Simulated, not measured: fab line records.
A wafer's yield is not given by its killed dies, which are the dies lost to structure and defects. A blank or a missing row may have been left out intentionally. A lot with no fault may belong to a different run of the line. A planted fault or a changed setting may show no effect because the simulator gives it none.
Chamber matching + flow nand_harc + NHARC_A_ZERO_WELL_DESCUM_12 on rie_diel-08 has 4 sister chambers
The step chemistry O2, time 3 s. 4 wafers are shown with their chamber, then 10 later ones without.

== WAFERS PAIRED WITH THEIR CHAMBERS ==
| wafer  | chamber | drypump_motor_current_A (A) |
|--------|---------|-----------------------------|
| L092.3 | 3       | 5.8                         |
| L092.5 | 2       | 5.8                         |
| L092.1 | 1       | 5.3                         |
| L092.2 | 0       | 5.5                         |

== WAFERS WITHOUT THEIR CHAMBER ==
| wafer  | drypump_motor_current_A (A) |
|--------|-----------------------------|
| L092.6 | 5.9                         |
| L091.4 | 5.9                         |
| L091.5 | 5.5                         |
| L091.6 | 5.9                         |
| L095.2 | 5.9                         |
| L095.4 | 5.3                         |
| L095.5 | 5.9                         |
| L097.1 | 5.5                         |
| L097.2 | 5.9                         |
| L097.6 | 5.8                         |

== WHICH CHAMBER EACH WENT THROUGH ==
| wafer  | from the rows above     | in truth |
|--------|-------------------------|----------|
| L092.6 | can't be placed: 2 or 3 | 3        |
| L091.4 | can't be placed: 2 or 3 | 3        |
| L091.5 | 0                       | 0        |
| L091.6 | can't be placed: 2 or 3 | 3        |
| L095.2 | can't be placed: 2 or 3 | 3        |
| L095.4 | 1                       | 1        |
| L095.5 | can't be placed: 2 or 3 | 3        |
| L097.1 | 0                       | 0        |
| L097.2 | can't be placed: 2 or 3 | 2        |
| L097.6 | can't be placed: 2 or 3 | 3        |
Correct placement for 3 of the 10. These rows do not allow placing 7 (true chamber among the candidates in 7). 0 placed wrongly.
How it was worked out, from the rows above alone: a wafer's distance from a chamber is the root of the sum, over the readings, of the square of ((its reading less the chamber's mean) divided by the reading's scatter). The wafer belongs to the nearest chamber; if the next one is less than 2 further off, it can't be placed. A chamber's mean is the mean of its shown wafers. The scatter (one wafer shown for each chamber): square how far every hidden wafer sits from the nearest shown wafer, average those squares and take the square root.
